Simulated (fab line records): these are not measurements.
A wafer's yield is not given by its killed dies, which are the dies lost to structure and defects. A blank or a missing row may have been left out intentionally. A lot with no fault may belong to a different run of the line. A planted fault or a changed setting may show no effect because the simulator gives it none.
Matching of chambers	flow n5Finfet	cvdCo-01 running N5_BEOL_M1_CO_CAP_55: 3 sister chambers
The step material Co, precursor CCTBA/H2, target thk 2 nm, time 102.1 s. 3 wafers are shown with their chamber, then 10 later ones without.

== EACH WAFER AND ITS CHAMBER ==
wafer	chamber	heaterPowerW (W)
L090.3	0	198
L092.1	1	219
L092.4	2	241

== WAFERS WITH NO CHAMBER GIVEN ==
wafer	heaterPowerW (W)
L092.6	195
L093.1	231
L093.3	200
L093.5	202
L094.1	199
L094.2	220
L094.5	228
L097.2	215
L097.3	200
L097.6	193

== CHAMBER TAKEN BY EACH ==
wafer	from the rows above	in truth
L092.6	0	0
L093.1	can't be placed: 2 or 1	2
L093.3	0	0
L093.5	0	0
L094.1	0	0
L094.2	1	1
L094.5	can't be placed: 1 or 2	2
L097.2	1	1
L097.3	0	0
L097.6	0	0
Correct placement for 8 of the 10. Can't be placed from these rows: 2 (the true chamber is among the candidates in 2). Placed wrongly: 0.
How it was worked out, from the rows above alone: a wafer's distance from a chamber is the root of the sum, over the readings, of the square of ((its reading less the chamber's mean) divided by the reading's scatter). The wafer belongs to the nearest chamber; if the next one is less than 2 further off, it can't be placed. Each chamber's mean is taken over the wafers shown for it. The scatter (one wafer shown for each chamber): square how far every hidden wafer sits from the nearest shown wafer, average those squares and take the square root.
